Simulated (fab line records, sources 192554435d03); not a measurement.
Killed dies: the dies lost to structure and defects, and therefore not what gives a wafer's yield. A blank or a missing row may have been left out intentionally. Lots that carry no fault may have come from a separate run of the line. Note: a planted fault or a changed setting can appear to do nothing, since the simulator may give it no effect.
Split-lot experiment / flow n5 finfet / 7 lots, 21 wafers read, on a route of 1938 steps

## ON THE SPLIT
At N5_BEOL_M9_EXPOSE_25 (exposes mask V8), the setting dose mj was moved away from the recipe's 37.25 on 9 of the 21 wafers read, by -4.9% to +3.9%. This setting was run at the recipe's value on the other wafers.

## FROM THE SPLIT TO THE READING: what the file shows between them, 2 steps
- N5_BEOL_M9_PEB_26: peb time 60 s
- N5_BEOL_M9_DEVELOP_27: develop time 30 s

## THE READING
At N5_BEOL_M9_CD_MEAS_28: cd nm in nanometres, against a target cd of 70 nm. A value of 69.95 nm with a standard deviation of 0.28 nm is what fault-free wafers of this fab line usually give.

wafer=L081.1; tool, chamber at the split=euv scanner-02, 0; dose mj as run=35.62; against the recipe=-4.4%; cd nm, nm=69.27; against lot-mates on the recipe=-0.82
wafer=L081.3; tool, chamber at the split=euv scanner-02, 0; dose mj as run=37.25; against the recipe=recipe; cd nm, nm=70.09; against lot-mates on the recipe=-
wafer=L081.6; tool, chamber at the split=euv scanner-02, 0; dose mj as run=35.62; against the recipe=-4.4%; cd nm, nm=68.71; against lot-mates on the recipe=-1.38
wafer=L084.4; tool, chamber at the split=euv scanner-02, 0; dose mj as run=38.21; against the recipe=+2.6%; cd nm, nm=70.41; against lot-mates on the recipe=+0.74
wafer=L084.5; tool, chamber at the split=euv scanner-02, 0; dose mj as run=38.21; against the recipe=+2.6%; cd nm, nm=70.28; against lot-mates on the recipe=+0.61
wafer=L084.6; tool, chamber at the split=euv scanner-02, 0; dose mj as run=37.25; against the recipe=recipe; cd nm, nm=69.67; against lot-mates on the recipe=-
wafer=L088.2; tool, chamber at the split=euv scanner-02, 0; dose mj as run=37.25; against the recipe=recipe; cd nm, nm=69.65; against lot-mates on the recipe=-
wafer=L088.5; tool, chamber at the split=euv scanner-02, 0; dose mj as run=37.25; against the recipe=recipe; cd nm, nm=69.58; against lot-mates on the recipe=-
wafer=L088.6; tool, chamber at the split=euv scanner-02, 0; dose mj as run=37.25; against the recipe=recipe; cd nm, nm=69.78; against lot-mates on the recipe=-
wafer=L087.1; tool, chamber at the split=euv scanner-02, 0; dose mj as run=38.72; against the recipe=+3.9%; cd nm, nm=70.21; against lot-mates on the recipe=+0.55
wafer=L087.4; tool, chamber at the split=euv scanner-02, 0; dose mj as run=38.72; against the recipe=+3.9%; cd nm, nm=70.74; against lot-mates on the recipe=+1.08
wafer=L087.5; tool, chamber at the split=euv scanner-02, 0; dose mj as run=37.25; against the recipe=recipe; cd nm, nm=69.66; against lot-mates on the recipe=-
wafer=L089.3; tool, chamber at the split=euv scanner-02, 0; dose mj as run=37.25; against the recipe=recipe; cd nm, nm=69.86; against lot-mates on the recipe=-
wafer=L089.5; tool, chamber at the split=euv scanner-02, 0; dose mj as run=37.25; against the recipe=recipe; cd nm, nm=70.62; against lot-mates on the recipe=-
wafer=L089.6; tool, chamber at the split=euv scanner-02, 0; dose mj as run=37.25; against the recipe=recipe; cd nm, nm=70.31; against lot-mates on the recipe=-
wafer=L095.1; tool, chamber at the split=euv scanner-01, 0; dose mj as run=37.25; against the recipe=recipe; cd nm, nm=69.90; against lot-mates on the recipe=-
wafer=L095.3; tool, chamber at the split=euv scanner-01, 0; dose mj as run=37.25; against the recipe=recipe; cd nm, nm=70.13; against lot-mates on the recipe=-
wafer=L095.6; tool, chamber at the split=euv scanner-01, 0; dose mj as run=35.41; against the recipe=-4.9%; cd nm, nm=68.69; against lot-mates on the recipe=-1.33
wafer=L097.1; tool, chamber at the split=euv scanner-01, 0; dose mj as run=38.52; against the recipe=+3.4%; cd nm, nm=71.24; against lot-mates on the recipe=+1.21
wafer=L097.5; tool, chamber at the split=euv scanner-01, 0; dose mj as run=38.52; against the recipe=+3.4%; cd nm, nm=70.91; against lot-mates on the recipe=+0.88
wafer=L097.6; tool, chamber at the split=euv scanner-01, 0; dose mj as run=37.25; against the recipe=recipe; cd nm, nm=70.03; against lot-mates on the recipe=-

THE FIT
A straight line over all 21 wafers: cd nm changes by +0.22 nm for each +1% of dose mj; r = +0.87; the points scatter about the line by 0.33 nm.
The same after taking each lot's own level away (the mean of its wafers on the recipe; 21 wafers): +0.255 nm for each +1%; r = +0.95; scatter 0.21 nm.
On that fit, the largest move of dose mj shifts the reading by 1.3 nm.
Across the lots, their own levels run from 69.660 to 70.263 nm, a range of 2.2 times the standard deviation given above.
So the slope is not independent of the lot-to-lot level: the two fits are not the same.
Check: -1.24 nm against its lot-mates is what the line predicts for one of the wafers moved furthest among these (-4.9%) when that wafer is left out of the fit. It came out at -1.33 nm against them.

## OTHER SPLITS APPLIED TO THESE WAFERS
Note: prior to the reading, these wafers also went through further splits. Each is held against what the fit with the lots' levels taken away leaves over:
other split on the same wafers=N5_BEOL_M6_ALD_77 co reactant pulse time s; wafers away from the commonest value=6; r with cd nm (lot level and that fit taken away)=-0.05
other split on the same wafers=N5_BEOL_M9_COAT_05 spin rpm; wafers away from the commonest value=6; r with cd nm (lot level and that fit taken away)=+0.14
other split on the same wafers=N5_BEOL_M9_DESCUM_16 time s; wafers away from the commonest value=7; r with cd nm (lot level and that fit taken away)=+0.15

## FILE'S OWN FIT
cd nm changes by +0.256 nm for each +1% of dose mj, r = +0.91.
